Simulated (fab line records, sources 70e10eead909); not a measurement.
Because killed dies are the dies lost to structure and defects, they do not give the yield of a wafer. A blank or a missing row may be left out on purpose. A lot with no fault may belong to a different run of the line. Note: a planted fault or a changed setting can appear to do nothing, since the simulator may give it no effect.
fab line records	flow nand_harc
record lots=24	wafers=72	last_day=33
route steps=1302 shown A_CHANNEL_HOLE_D1@463 A_CHANNEL_FILL_D1@508 A_DECK1_JOINT@544 A_ONON_D2@567 A_CHANNEL_HOLE_D2@588
lots that met no fault: from a run of the same line without faults
start_h: hours from the record's first day to the start of the lot's first wafer shown	wait_h: hours since the lot's step before	" unchanged from the row above	L1.1+2: a single row standing in for several wafers	- value missing, or start not given	* or withheld: withheld	< > ~ a bound
route shown NAME@n: NAME is a module with steps in the file, n the number in the route of the first one	usual: mean/standard deviation of fault-free wafers	same: alike in all rows	chamber/n: place in a boat	sites: readings site by site	_std_site: standard deviation across them	_edge_site: outer sites' mean less inner sites'	radius_mm: how far each site lies from the wafer's centre	mask NAME#n: copy n	behind: the tool/chamber that last shaped the wafer	hold: why the lot went on hold/how many hours it stayed there/how the hold came to an end	device: which transistor (n, p or np) failed to switch	end of line: the tests these same wafers got at the end of their route	step lacking rows: just its recipe	killed: not the wafer's yield, but the dies lost to structure and defects at the first sort	map: dies across one wafer; x = killed, . = not, _ = none there
set.NAME: the run value of the setting; set.NAME@STEP: its run value at that earlier step	model.NAME: the simulator's own value behind a step, which no gauge read
the route's steps for a sample of lots (tables are steps, rows are wafers)
services: the hour from which a tool's chamber was out of use, counted from the record's first day as start_h (under 0 if before that day), plus the number of hours and why
## steps
# step NHARC_A_CHANNEL_HOLE_D1_OVL_MEAS_11
# usual overlay_x_nm=0.1/0.83	overlay_y_nm=0.0/0.78
lot.wafer	tool	chamber	start_h	wait_h	overlay_x_nm	overlay_y_nm
L074.1	overlay-01	-	181.47	-	0.4	-1.0
L074.2	"	-	"	"	-0.1	-0.9
L074.6	"	-	"	"	0.3	-0.9
L075.1	overlay-02	-	187.78	-	-0.5	0.0
L075.3	"	-	"	"	-0.8	-0.4
L075.6	"	-	"	"	-0.4	-0.2
L076.2	overlay-01	-	202.66	-	0.4	0.3
L076.3	"	-	"	"	0.7	0.7
L076.4	"	-	"	"	0.5	0.3
L077.1	overlay-01	-	207.94	-	0.6	-0.7
L077.5	"	-	"	"	1.2	-1.3
L077.6	"	-	"	"	1.3	-0.2
L079.2	overlay-01	-	228.71	-	1.0	0.5
L079.5	"	-	"	"	0.3	1.2
L079.6	"	-	"	"	1.1	1.5
L078.4	overlay-02	-	229.40	-	0.0	0.8
L078.5	"	-	"	"	0.2	1.1
L078.6	"	-	"	"	-0.3	0.6
L080.1	overlay-01	-	239.75	-	-0.5	0.3
L080.4	"	-	"	"	-0.4	-0.6
L080.6	"	-	"	"	-0.3	-0.1
L081.1	overlay-01	-	245.68	-	-0.3	0.3
L081.3	"	-	"	"	-1.0	-0.4
L081.6	"	-	"	"	-0.3	0.1
L082.1	overlay-01	-	265.39	-	0.1	0.5
L082.2	"	-	"	"	0.3	-0.1
L082.4	"	-	"	"	0.5	0.1
L083.1	overlay-01	-	267.14	-	-0.4	-0.6
L083.5	"	-	"	"	-0.7	0.5
L083.6	"	-	"	"	-0.4	-0.3
L084.2	overlay-02	-	283.26	-	2.4	1.3
L084.3	"	-	"	"	2.1	1.4
L084.5	"	-	"	"	1.4	1.6
L086.1	overlay-01	-	295.85	-	0.9	0.7
L086.2	"	-	"	"	0.9	0.6
L086.3	"	-	"	"	0.2	0.8
L085.2	overlay-02	-	296.51	-	0.5	-2.3
L085.4	"	-	"	"	0.7	-1.8
L085.5	"	-	"	"	0.7	-1.7
L087.4	overlay-02	-	310.41	-	-0.4	0.6
L087.5	"	-	"	"	0.4	0.3
L087.6	"	-	"	"	0.4	-0.1
L089.3	overlay-02	-	323.71	-	1.5	0.2
L089.5	"	-	"	"	1.3	0.0
L089.6	"	-	"	"	1.3	-0.1
L088.1	overlay-01	-	324.09	-	0.6	0.4
L088.3	"	-	"	"	0.1	0.6
L088.4	"	-	"	"	-0.3	0.5
L090.1	overlay-01	-	346.46	-	0.0	-1.2
L090.3	"	-	"	"	-1.4	-1.0
L090.5	"	-	"	"	-0.2	-0.6
L091.1	overlay-02	-	346.62	-	-0.5	0.3
L091.2	"	-	"	"	-0.9	0.2
L091.5	"	-	"	"	-0.3	-0.1
L092.1	overlay-02	-	367.29	-	-1.1	-0.9
L092.2	"	-	"	"	-0.2	-1.0
L092.4	"	-	"	"	-0.4	-0.7
L093.1	overlay-01	-	379.19	-	-0.9	0.3
L093.5	"	-	"	"	-0.7	-0.3
L093.6	"	-	"	"	-0.3	-0.5
L095.1	overlay-01	-	385.71	-	-1.9	-0.6
L095.2	"	-	"	"	-1.7	-0.8
L095.5	"	-	"	"	-1.9	-0.6
L094.1	overlay-01	-	385.87	-	0.8	-0.5
L094.4	"	-	"	"	-0.3	0.3
L094.6	"	-	"	"	0.0	-0.3
L096.1	overlay-01	-	394.44	-	0.1	0.6
L096.3	"	-	"	"	-0.1	0.4
L096.6	"	-	"	"	0.3	0.5
L097.1	overlay-01	-	417.70	-	0.5	1.4
L097.2	"	-	"	"	0.2	1.2
L097.4	"	-	"	"	0.5	1.2
# step NHARC_A_CHANNEL_FILL_D1_ETCHBACK_08
# recipe target_depth_a=2200	time_s=110	c4f8_flow_sccm=20	ar_flow_sccm=withheld	rf_w=600	bias_w=300	chemistry=C4F8
# usual oes_product_au=0.97/0.034	rf_vpp_V=439.7/2.6
lot.wafer	tool	chamber	start_h	wait_h	oes_product_au	rf_hours_counter_h	rf_vpp_V
L074.2	rie_diel-02	2	-	-	0.99	0.1	445.4
L074.1	"	0	"	"	0.99	0.2	437.6
L074.6	"	2	"	"	0.99	-	443.7
L075.3	rie_diel-13	1	-	-	0.99	3.3	441.6
L075.1	"	3	"	"	1.01	3.6	437.2
L075.6	"	0	"	"	1.00	-	437.8
L076.2	rie_diel-02	0	-	-	0.98	1.1	440.5
L076.3	"	2	"	"	0.97	1.6	444.2
L076.4	"	3	"	"	0.98	-	439.5
L077.1	rie_diel-13	3	-	-	0.97	4.6	437.5
L077.5	"	1	"	"	0.97	-	442.0
L077.6	"	2	"	"	0.99	-	440.8
L078.4	rie_diel-02	2	-	-	0.99	2.7	445.9
L078.5	"	0	"	"	0.97	-	438.1
L078.6	"	1	"	"	0.97	-	444.0
L079.2	rie_diel-13	0	-	-	0.93	6.4	437.8
L079.6	"	1	"	"	0.93	-	441.6
L079.5	"	2	"	"	0.93	-	439.2
L080.1	rie_diel-09	0	-	-	0.99	8.1	436.2
L080.4	"	2	"	"	1.01	5.2	438.4
L080.6	"	0	"	"	1.00	-	436.2
L081.1	rie_diel-02	0	-	-	0.99	3.1	438.2
L081.3	"	1	"	"	1.00	2.0	443.3
L081.6	"	0	"	"	0.99	-	437.6
L083.1	rie_diel-02	0	-	-	0.99	3.7	438.6
L083.6	"	0	"	"	0.99	-	439.4
L083.5	"	1	"	"	0.99	-	443.9
L082.4	rie_diel-09	0	-	-	0.94	8.8	436.1
L082.2	"	1	"	"	0.93	10.4	438.3
L082.1	"	2	"	"	0.94	8.5	437.1
L084.2	rie_diel-13	0	-	-	0.92	9.3	437.5
L084.3	"	1	"	"	0.92	9.0	442.3
L084.5	"	3	"	"	0.92	-	436.4
L086.1	rie_diel-09	0	-	-	1.01	1.2	438.6
L086.2	"	2	"	"	0.99	0.7	435.7
L086.3	"	3	"	"	1.02	1.1	439.5
L085.4	rie_diel-02	3	-	-	0.92	5.3	439.9
L085.2	"	0	"	"	0.91	4.7	438.9
L085.5	"	1	"	"	0.93	-	442.6
L087.5	rie_diel-09	1	-	-	0.98	-	435.9
L087.6	"	3	"	"	0.99	-	438.5
L087.4	"	0	"	"	0.98	-	437.2
L089.3	rie_diel-13	0	-	-	1.00	1.4	438.6
L089.5	"	0	"	"	1.02	-	437.8
L089.6	"	1	"	"	1.00	-	441.5
L088.1	rie_diel-13	0	-	-	0.93	1.7	437.5
L088.3	"	2	"	"	0.92	1.6	439.2
L088.4	"	3	"	"	0.92	1.8	437.8
L091.2	rie_diel-09	1	-	-	0.99	4.2	437.3
L091.1	"	2	"	"	1.00	2.4	437.2
L091.5	"	1	"	"	1.00	-	438.0
L090.1	rie_diel-13	2	-	-	0.93	1.9	439.1
L090.3	"	1	"	"	0.93	1.9	439.8
L090.5	"	0	"	"	0.94	-	438.4
L092.2	rie_diel-13	1	-	-	1.00	4.1	440.0
L092.4	"	2	"	"	0.99	3.7	438.9
L092.1	"	0	"	"	1.01	4.3	438.0
L093.1	rie_diel-13	2	-	-	0.92	4.2	438.9
L093.6	"	3	"	"	0.92	-	437.4
L093.5	"	0	"	"	0.93	-	437.6
L094.1	rie_diel-09	2	-	-	0.92	5.2	437.2
L094.4	"	3	"	"	0.93	7.1	438.9
L094.6	"	0	"	"	0.93	-	437.8
L095.2	rie_diel-02	2	-	-	0.99	1.3	445.3
L095.1	"	0	"	"	0.98	1.8	438.2
L095.5	"	2	"	"	0.99	-	445.2
L096.1	rie_diel-13	3	-	-	0.93	3.1	436.8
L096.3	"	0	"	"	0.92	5.1	437.3
L096.6	"	3	"	"	0.93	-	437.7
L097.1	rie_diel-02	0	-	-	0.98	2.4	438.9
L097.4	"	1	"	"	0.99	2.5	443.5
L097.2	"	3	"	"	1.00	2.7	440.7
# step NHARC_A_DECK1_JOINT_INSPECT_05
# usual raw_defect_count=327/130
lot.wafer	tool	chamber	start_h	wait_h	raw_defect_count
L075.1	defect_inspect-01	-	280.18	0.0	211
L075.3	"	-	"	"	177
L075.6	"	-	"	"	204
L074.1	defect_inspect-02	-	280.19	0.0	109
L074.2	"	-	"	"	370
L074.6	"	-	"	"	126
L077.1	defect_inspect-02	-	298.48	0.0	375
L077.5	"	-	"	"	250
L077.6	"	-	"	"	415
L076.2	defect_inspect-01	-	298.57	0.0	373
L076.3	"	-	"	"	615
L076.4	"	-	"	"	308
L078.4	defect_inspect-01	-	316.88	0.0	209
L078.5	"	-	"	"	260
L078.6	"	-	"	"	373
L079.2	defect_inspect-02	-	322.66	0.0	243
L079.5	"	-	"	"	238
L079.6	"	-	"	"	292
L080.1	defect_inspect-01	-	329.49	0.0	257
L080.4	"	-	"	"	155
L080.6	"	-	"	"	367
L081.1	defect_inspect-01	-	339.61	0.0	223
L081.3	"	-	"	"	179
L081.6	"	-	"	"	257
L082.1	defect_inspect-02	-	356.74	0.0	198
L082.2	"	-	"	"	458
L082.4	"	-	"	"	313
L083.1	defect_inspect-01	-	356.75	0.0	386
L083.5	"	-	"	"	407
L083.6	"	-	"	"	519
L084.2	defect_inspect-02	-	381.13	0.0	182
L084.3	"	-	"	"	183
L084.5	"	-	"	"	217
L085.2	defect_inspect-02	-	385.05	0.0	252
L085.4	"	-	"	"	567
L085.5	"	-	"	"	283
L086.1	defect_inspect-02	-	385.05	0.0	371
L086.2	"	-	"	"	485
L086.3	"	-	"	"	436
L087.4	defect_inspect-02	-	402.97	0.0	413
L087.5	"	-	"	"	588
L087.6	"	-	"	"	718
L089.3	defect_inspect-01	-	413.87	0.0	205
L089.5	"	-	"	"	284
L089.6	"	-	"	"	230
L088.1	defect_inspect-02	-	422.92	0.0	394
L088.3	"	-	"	"	401
L088.4	"	-	"	"	276
L090.1	defect_inspect-02	-	440.85	0.0	422
L090.3	"	-	"	"	335
L090.5	"	-	"	"	343
L091.1	defect_inspect-01	-	440.86	0.0	257
L091.2	"	-	"	"	380
L091.5	"	-	"	"	271
L092.1	defect_inspect-02	-	460.70	0.0	254
L092.2	"	-	"	"	502
L092.4	"	-	"	"	313
L095.1	defect_inspect-01	-	475.85	0.0	299
L095.2	"	-	"	"	251
L095.5	"	-	"	"	299
L094.1	defect_inspect-02	-	475.85	0.0	164
L094.4	"	-	"	"	166
L094.6	"	-	"	"	180
L093.1	defect_inspect-01	-	475.94	0.0	523
L093.5	"	-	"	"	558
L093.6	"	-	"	"	377
L096.1	defect_inspect-01	-	481.38	0.0	406
L096.3	"	-	"	"	296
L096.6	"	-	"	"	352
L097.1	defect_inspect-02	-	515.29	0.0	402
L097.2	"	-	"	"	350
L097.4	"	-	"	"	323
# step NHARC_A_ONON_D2_THK_MEAS_34
# recipe thk_meas_gauge=ellipsometry
# usual thk_nm=200.1/2.6
lot.wafer	tool	chamber	start_h	wait_h	thk_nm
L074.1	film_metro-01	-	294.42	-	198.4
L074.2	"	-	"	"	197.0
L074.6	"	-	"	"	204.2
L075.1	film_metro-02	-	294.43	-	196.8
L075.3	"	-	"	"	196.0
L075.6	"	-	"	"	200.8
L076.2	film_metro-02	-	311.47	-	197.6
L076.3	"	-	"	"	195.5
L076.4	"	-	"	"	199.2
L077.1	film_metro-02	-	311.47	-	200.1
L077.5	"	-	"	"	203.6
L077.6	"	-	"	"	203.3
L078.4	film_metro-02	-	330.15	-	202.6
L078.5	"	-	"	"	201.0
L078.6	"	-	"	"	198.8
L079.2	film_metro-01	-	335.62	-	199.3
L079.5	"	-	"	"	201.9
L079.6	"	-	"	"	200.9
L080.1	film_metro-02	-	344.07	-	198.5
L080.4	"	-	"	"	201.4
L080.6	"	-	"	"	203.1
L081.1	film_metro-02	-	352.54	-	200.8
L081.3	"	-	"	"	200.3
L081.6	"	-	"	"	204.2
L082.1	film_metro-01	-	370.44	-	196.7
L082.2	"	-	"	"	199.8
L082.4	"	-	"	"	199.0
L083.1	film_metro-01	-	370.77	-	198.9
L083.5	"	-	"	"	202.7
L083.6	"	-	"	"	204.8
L084.2	film_metro-02	-	394.98	-	200.1
L084.3	"	-	"	"	197.5
L084.5	"	-	"	"	198.1
L086.1	film_metro-01	-	399.83	-	196.8
L086.2	"	-	"	"	195.7
L086.3	"	-	"	"	196.6
L085.2	film_metro-02	-	399.94	0.4	196.7
L085.4	"	-	"	"	200.4
L085.5	"	-	"	"	200.3
L087.4	film_metro-02	-	416.31	-	203.1
L087.5	"	-	"	"	202.3
L087.6	"	-	"	"	203.4
L089.3	film_metro-02	-	427.54	-	196.1
L089.5	"	-	"	"	202.4
L089.6	"	-	"	"	198.4
L088.1	film_metro-02	-	436.50	-	199.7
L088.3	"	-	"	"	197.8
L088.4	"	-	"	"	202.9
L090.1	film_metro-02	-	455.60	-	195.2
L090.3	"	-	"	"	197.6
L090.5	"	-	"	"	197.7
L091.1	film_metro-02	-	455.95	-	204.7
L091.2	"	-	"	"	202.5
L091.5	"	-	"	"	204.0
L092.1	film_metro-02	-	473.77	-	198.6
L092.2	"	-	"	"	202.2
L092.4	"	-	"	"	203.2
L094.1	film_metro-02	-	489.11	-	200.2
L094.4	"	-	"	"	200.5
L094.6	"	-	"	"	202.5
L095.1	film_metro-01	-	489.11	-	201.1
L095.2	"	-	"	"	197.6
L095.5	"	-	"	"	201.9
L093.1	film_metro-02	-	489.15	-	202.1
L093.5	"	-	"	"	199.1
L093.6	"	-	"	"	203.0
L096.1	film_metro-02	-	494.68	-	199.6
L096.3	"	-	"	"	197.1
L096.6	"	-	"	"	199.9
L097.1	film_metro-01	-	529.13	-	201.1
L097.2	"	-	"	"	201.9
L097.4	"	-	"	"	207.1
# step NHARC_A_CHANNEL_HOLE_D2_ETCH_34
# recipe target_depth_a=1540	time_s=77	cf4_flow_sccm=100	chf3_flow_sccm=30	ar_flow_sccm=0	rf_w=500	bias_w=200	chemistry=CF4/CHF3
# usual drypump_motor_current_A=5.5/0.47	oes_product_au=0.956/0.019	rf_vpp_V=370.5/1.9	showerhead_plenum_p_Torr=1.57/0.053	throttle_valve_pct=16.802/0.0091
lot.wafer	tool	chamber	start_h	wait_h	drypump_motor_current_A	oes_product_au	rf_hours_counter_h	rf_vpp_V	showerhead_plenum_p_Torr	throttle_valve_pct
L074.2	rie_diel-11	2	-	-	5.4	0.968	1.9	367.6	1.47	16.795
L074.1	"	3	"	"	4.8	0.961	1.6	370.7	1.59	16.811
L074.6	"	0	"	"	6.5	0.957	-	371.8	1.61	16.797
L075.1	rie_diel-11	0	-	-	6.5	0.981	2.3	372.1	1.61	16.788
L075.3	"	1	"	"	5.3	0.963	2.6	367.2	1.52	16.794
L075.6	"	0	"	"	6.6	0.981	-	372.4	1.61	16.812
L076.3	rie_diel-04	1	-	-	5.8	0.918	7.9	374.5	1.63	16.804
L076.4	"	2	"	"	5.4	0.923	6.6	369.2	1.58	16.816
L076.2	"	0	"	"	5.8	0.921	8.7	371.1	1.56	16.790
L077.1	rie_diel-11	2	-	-	5.5	0.975	3.5	365.9	1.47	16.801
L077.6	"	3	"	"	4.9	0.979	-	370.6	1.59	16.798
L077.5	"	0	"	"	6.5	0.948	-	371.0	1.61	16.792
L078.4	rie_diel-07	3	-	-	5.1	0.937	0.9	372.4	1.63	16.807
L078.5	"	3	"	"	5.1	0.952	-	372.0	1.63	16.811
L078.6	"	0	"	"	5.6	0.942	-	373.7	1.62	16.818
L079.2	rie_diel-04	3	-	-	5.5	0.927	8.3	372.4	1.62	16.805
L079.6	"	3	"	"	5.5	0.937	-	371.1	1.62	16.799
L079.5	"	0	"	"	5.8	0.941	-	369.9	1.56	16.815
L080.1	rie_diel-11	0	-	-	6.5	0.970	5.8	370.9	1.61	16.828
L080.4	"	1	"	"	5.3	0.967	6.1	368.2	1.51	16.786
L080.6	"	3	"	"	4.8	0.984	-	371.5	1.59	16.810
L081.3	rie_diel-11	3	-	-	4.8	0.982	6.1	371.8	1.58	16.805
L081.1	"	1	"	"	5.3	0.968	6.8	368.3	1.51	16.814
L081.6	"	2	"	"	5.4	0.977	-	366.4	1.47	16.796
L082.2	rie_diel-11	1	-	-	5.3	0.957	8.1	367.9	1.51	16.794
L082.1	"	2	"	"	5.4	0.957	8.0	367.3	1.47	16.793
L082.4	"	3	"	"	4.9	0.973	7.2	372.2	1.58	16.796
L083.1	rie_diel-04	0	-	-	5.8	0.956	1.3	371.1	1.56	16.793
L083.6	"	1	"	"	5.8	0.986	-	372.5	1.63	16.780
L083.5	"	2	"	"	5.4	0.968	-	371.2	1.58	16.787
L084.2	rie_diel-07	0	-	-	5.6	0.965	4.8	370.1	1.61	16.812
L084.3	"	2	"	"	5.1	0.964	4.9	372.2	1.63	16.791
L084.5	"	0	"	"	5.6	0.957	-	372.8	1.61	16.802
L086.2	rie_diel-04	3	-	-	5.5	0.954	2.4	371.7	1.62	16.804
L086.3	"	0	"	"	5.8	0.961	2.1	370.6	1.56	16.804
L086.1	"	1	"	"	5.8	0.957	2.9	371.7	1.63	16.807
L085.4	rie_diel-11	2	-	-	5.4	0.985	9.3	368.4	1.47	16.805
L085.2	"	3	"	"	4.9	0.965	9.3	370.9	1.58	16.782
L085.5	"	3	"	"	4.9	0.966	-	370.5	1.58	16.804
L087.4	rie_diel-04	0	-	-	5.8	0.967	4.7	370.5	1.56	16.789
L087.5	"	0	"	"	5.8	0.959	-	368.5	1.56	16.783
L087.6	"	1	"	"	5.8	0.963	-	372.9	1.63	16.799
L089.3	rie_diel-04	1	-	-	5.8	0.954	5.8	372.5	1.63	16.801
L089.6	"	2	"	"	5.4	0.959	-	370.4	1.58	16.802
L089.5	"	3	"	"	5.5	0.972	-	370.7	1.62	16.793
L088.3	rie_diel-11	0	-	-	6.6	0.979	0.2	370.6	1.61	16.803
L088.4	"	1	"	"	5.3	0.961	0.2	368.7	1.51	16.804
L088.1	"	3	"	"	4.8	0.964	0.1	371.5	1.58	16.797
L090.3	rie_diel-11	1	-	-	5.3	0.967	1.6	368.2	1.51	16.820
L090.1	"	2	"	"	5.4	0.970	1.4	367.9	1.47	16.808
L090.5	"	1	"	"	5.3	0.955	-	369.5	1.51	16.802
L091.1	rie_diel-04	1	-	-	5.8	0.920	8.0	373.0	1.63	16.811
L091.2	"	3	"	"	5.5	0.908	6.6	371.8	1.62	16.806
L091.5	"	1	"	"	5.8	0.923	-	372.9	1.63	16.796
L092.2	rie_diel-11	2	-	-	5.4	0.953	1.9	367.9	1.47	16.797
L092.1	"	3	"	"	4.8	0.959	2.0	371.0	1.58	16.802
L092.4	"	1	"	"	5.3	0.953	2.3	368.9	1.51	16.810
L094.4	rie_diel-11	0	-	-	6.6	0.928	3.3	372.3	1.61	16.792
L094.1	"	2	"	"	5.4	0.916	2.8	366.6	1.47	16.785
L094.6	"	0	"	"	6.5	0.940	-	371.6	1.61	16.799
L095.1	rie_diel-04	3	-	-	5.5	0.969	9.5	371.4	1.62	16.815
L095.2	"	0	"	"	5.8	0.955	10.6	368.6	1.56	16.811
L095.5	"	0	"	"	5.8	0.961	-	371.2	1.56	16.783
L093.1	rie_diel-11	2	-	-	5.4	0.964	3.3	367.5	1.47	16.798
L093.5	"	0	"	"	6.6	0.967	-	371.5	1.60	16.797
L093.6	"	1	"	"	5.3	0.979	-	368.4	1.51	16.787
L096.3	rie_diel-07	1	-	-	5.4	0.959	0.9	368.0	1.50	16.800
L096.1	"	0	"	"	5.6	0.950	0.9	371.2	1.61	16.808
L096.6	"	0	"	"	5.6	0.946	-	372.3	1.61	16.801
L097.2	rie_diel-07	1	-	-	5.4	0.931	2.4	368.4	1.50	16.811
L097.1	"	3	"	"	5.1	0.921	2.4	371.9	1.63	16.807
L097.4	"	0	"	"	5.6	0.922	-	371.1	1.61	16.784
# step NHARC_A_CHANNEL_HOLE_D2_ETCH_20
# recipe bias_v=3000	source_w=withheld	pressure_mtorr=20	time_s=361.9	ar_flow_sccm=375	c4f8_flow_sccm=89.3	o2_flow_sccm=35.7	temp_c=-20	target_depth_a=16000	chemistry=C4F8/O2/Ar
# usual drypump_motor_current_A=5.7/0.67	showerhead_plenum_p_Torr=3.72/0.12	throttle_valve_pct=32.155/0.0097
lot.wafer	tool	chamber	start_h	wait_h	drypump_motor_current_A	rf_hours_counter_h	showerhead_plenum_p_Torr	throttle_valve_pct
L074.2	har_etch-01	1	301.42	0.1	5.3	153	3.85	32.151
L074.1	"	0	"	"	5.0	153	3.69	32.148
L074.6	"	0	"	"	5.0	-	3.70	32.160
L075.1	har_etch-02	0	302.09	0.1	6.8	367	3.44	32.143
L075.3	"	1	"	"	6.1	-	3.74	32.166
L075.6	"	1	"	"	6.1	-	3.74	32.151
L076.2	har_etch-01	0	315.76	0.1	4.9	164	3.69	32.140
L076.4	"	1	"	"	5.4	-	3.84	32.157
L076.3	"	0	"	"	4.9	-	3.69	32.157
L077.1	har_etch-02	1	317.71	0.2	6.1	363	3.73	32.172
L077.5	"	1	"	"	6.1	-	3.73	32.157
L077.6	"	1	"	"	6.1	-	3.73	32.155
L078.4	har_etch-02	1	335.03	0.2	6.1	-	3.72	32.156
L078.5	"	0	"	"	6.7	-	3.44	32.147
L078.6	"	1	"	"	6.1	-	3.72	32.147
L079.2	har_etch-02	1	340.00	0.1	6.1	383	3.72	32.147
L079.5	"	0	"	"	6.7	-	3.44	32.169
L079.6	"	1	"	"	6.1	-	3.72	32.153
L080.1	har_etch-02	1	352.24	0.1	6.1	390	3.71	32.141
L080.4	"	0	"	"	6.7	-	3.43	32.155
L080.6	"	0	"	"	6.7	-	3.43	32.164
L081.1	har_etch-01	0	356.95	0.1	4.9	183	3.68	32.166
L081.3	"	1	"	"	5.4	-	3.83	32.147
L081.6	"	0	"	"	4.9	-	3.68	32.143
L082.2	har_etch-01	1	377.83	0.1	5.4	198	3.82	32.156
L082.1	"	0	"	"	4.9	198	3.67	32.160
L082.4	"	1	"	"	5.4	-	3.82	32.145
L083.1	har_etch-01	0	382.00	0.1	5.0	202	3.67	32.170
L083.6	"	0	"	"	5.0	-	3.67	32.157
L083.5	"	1	"	"	5.3	-	3.82	32.164
L084.2	har_etch-02	1	399.44	0.1	6.1	4	3.70	32.157
L084.3	"	1	"	"	6.1	-	3.70	32.139
L084.5	"	1	"	"	6.1	-	3.70	32.156
L086.1	har_etch-01	1	405.18	0.1	5.3	217	3.81	32.137
L086.2	"	0	"	"	4.9	217	3.66	32.145
L086.3	"	1	"	"	5.4	-	3.81	32.149
L085.2	har_etch-02	0	406.87	0.1	6.7	8	3.93	32.146
L085.4	"	0	"	"	6.7	-	3.93	32.145
L085.5	"	1	"	"	6.1	-	3.70	32.148
L087.4	har_etch-01	0	421.09	0.2	5.0	-	3.65	32.150
L087.6	"	0	"	"	4.9	-	3.65	32.166
L087.5	"	1	"	"	5.3	-	3.80	32.178
L089.3	har_etch-01	1	439.21	0.2	5.4	-	3.80	32.158
L089.5	"	0	"	"	4.9	-	3.65	32.143
L089.6	"	1	"	"	5.4	-	3.80	32.149
L088.1	har_etch-01	1	443.28	0.1	5.4	240	3.80	32.151
L088.3	"	0	"	"	5.0	-	3.65	32.148
L088.4	"	1	"	"	5.3	-	3.80	32.161
L090.1	har_etch-01	1	465.87	0.1	5.3	252	3.79	32.154
L090.3	"	1	"	"	5.3	-	3.79	32.156
L090.5	"	1	"	"	5.4	-	3.79	32.172
L091.2	har_etch-02	0	466.69	0.1	6.7	42	3.91	32.156
L091.1	"	1	"	"	6.1	42	3.68	32.146
L091.5	"	1	"	"	6.1	-	3.68	32.138
L092.1	har_etch-01	1	478.02	0.1	5.3	259	3.79	32.154
L092.2	"	0	"	"	4.9	259	3.64	32.148
L092.4	"	1	"	"	5.4	-	3.79	32.135
L094.1	har_etch-01	1	497.81	0.1	5.4	271	3.78	32.152
L094.4	"	1	"	"	5.4	-	3.78	32.144
L094.6	"	0	"	"	5.0	-	3.63	32.153
L095.1	har_etch-02	0	498.88	0.1	6.7	61	3.90	32.166
L095.2	"	1	"	"	6.1	61	3.67	32.173
L095.5	"	0	"	"	6.7	-	3.90	32.142
L093.1	har_etch-01	0	501.93	0.1	4.9	275	3.63	32.157
L093.5	"	0	"	"	4.9	-	3.63	32.171
L093.6	"	1	"	"	5.4	-	3.78	32.158
L096.1	har_etch-02	0	503.85	0.1	6.7	65	3.90	32.179
L096.3	"	0	"	"	6.7	-	3.90	32.162
L096.6	"	1	"	"	6.1	-	3.67	32.163
L097.2	har_etch-02	0	533.67	0.1	6.7	80	3.89	32.170
L097.1	"	1	"	"	6.1	80	3.66	32.169
L097.4	"	1	"	"	6.1	-	3.66	32.146
## services
tool	chamber	start_h	hours	kind
rie_diel-02	-	216.70	9.0	pm
rie_diel-04	2	218.43	1.9	repair
rie_diel-13	2	222.04	20.7	repair
rie_diel-13	3	247.59	6.3	repair
rie_diel-11	-	255.50	9.0	pm
rie_diel-02	1	257.31	18.0	repair
har_etch-01	-	273.77	1.6	repair
rie_diel-04	0	284.99	1.9	repair
rie_diel-04	-	294.96	0.3	repair
rie_diel-13	1	306.66	2.6	repair
rie_diel-11	0	309.50	2.3	repair
rie_diel-11	0	337.63	4.3	repair
har_etch-01	-	337.73	0.1	repair
rie_diel-13	-	342.00	9.0	pm
rie_diel-11	1	343.40	4.4	repair
rie_diel-04	-	354.98	9.0	pm
har_etch-02	-	377.07	17.0	pm
rie_diel-13	3	386.69	16.1	repair
rie_diel-11	2	390.12	9.7	repair
rie_diel-13	2	405.21	4.8	repair
rie_diel-13	1	411.79	4.6	repair
rie_diel-11	-	432.50	9.0	pm
rie_diel-13	1	517.50	1.8	repair
rie_diel-13	-	519.00	9.0	pm
## key
fault none
